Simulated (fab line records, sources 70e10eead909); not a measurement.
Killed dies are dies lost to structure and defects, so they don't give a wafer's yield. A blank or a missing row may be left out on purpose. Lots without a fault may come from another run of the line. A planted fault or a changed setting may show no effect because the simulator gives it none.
Chamber matching | flow nand_harc | NHARC_A_WL_FILL_ALD_10 on ald_hk-03: 4 sister chambers
The step deposits SiO2, target thk 50 nm, pulse time 10 s, ald cycles 500. 8 wafers are shown with their chamber, then 11 later ones without.

WAFERS WITH THEIR CHAMBER
wafer  | chamber | heater_power_w (W) | susceptor_temp_C (C)
L085.5 | 0       | 448                | 300.04
L086.2 | 2       | 510                | 300.03
L086.1 | 0       | 436                | 299.84
L086.4 | 1       | 504                | 299.92
L089.2 | 2       | 503                | 300.07
L089.4 | 1       | 498                | 300.15
L089.6 | 3       | 474                | 300.12
L090.2 | 3       | 488                | 300.16

WAFERS WITHOUT THEIR CHAMBER
wafer  | heater_power_w (W) | susceptor_temp_C (C)
L090.4 | 515                | 299.93
L090.1 | 487                | 300.28
L096.1 | 440                | 299.82
L096.5 | 492                | 300.16
L096.6 | 456                | 299.95
L093.2 | 491                | 299.82
L093.3 | 514                | 300.00
L093.5 | 449                | 300.11
L097.2 | 516                | 300.12
L097.4 | 452                | 299.77
L097.5 | 525                | 300.21

WHICH CHAMBER EACH WENT THROUGH
wafer  | from the rows above          | in truth
L090.4 | can't be placed: 2 or 1      | 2
L090.1 | can't be placed: 3 or 1 or 2 | 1
L096.1 | 0                            | 0
L096.5 | can't be placed: 3 or 1 or 2 | 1
L096.6 | can't be placed: 0 or 3      | 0
L093.2 | can't be placed: 1 or 2 or 3 | 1
L093.3 | can't be placed: 2 or 1      | 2
L093.5 | 0                            | 0
L097.2 | can't be placed: 2 or 1      | 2
L097.4 | 0                            | 0
L097.5 | can't be placed: 2 or 1      | 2
Placed correctly: 3 of 11. Can't be placed from these rows: 8 (the true chamber is among the candidates in 8). Placed wrongly: 0.
How it was worked out, from the rows above alone: a wafer's distance from a chamber is the root of the sum, over the readings, of the square of ((its reading less the chamber's mean) divided by the reading's scatter). The wafer belongs to the nearest chamber; if the next one is less than 2 further off, it can't be placed. A chamber's mean is the mean of its shown wafers. The scatter: the root of (the sum of the squares of (reading less its chamber's mean) over the shown wafers, divided by (wafers less chambers)).
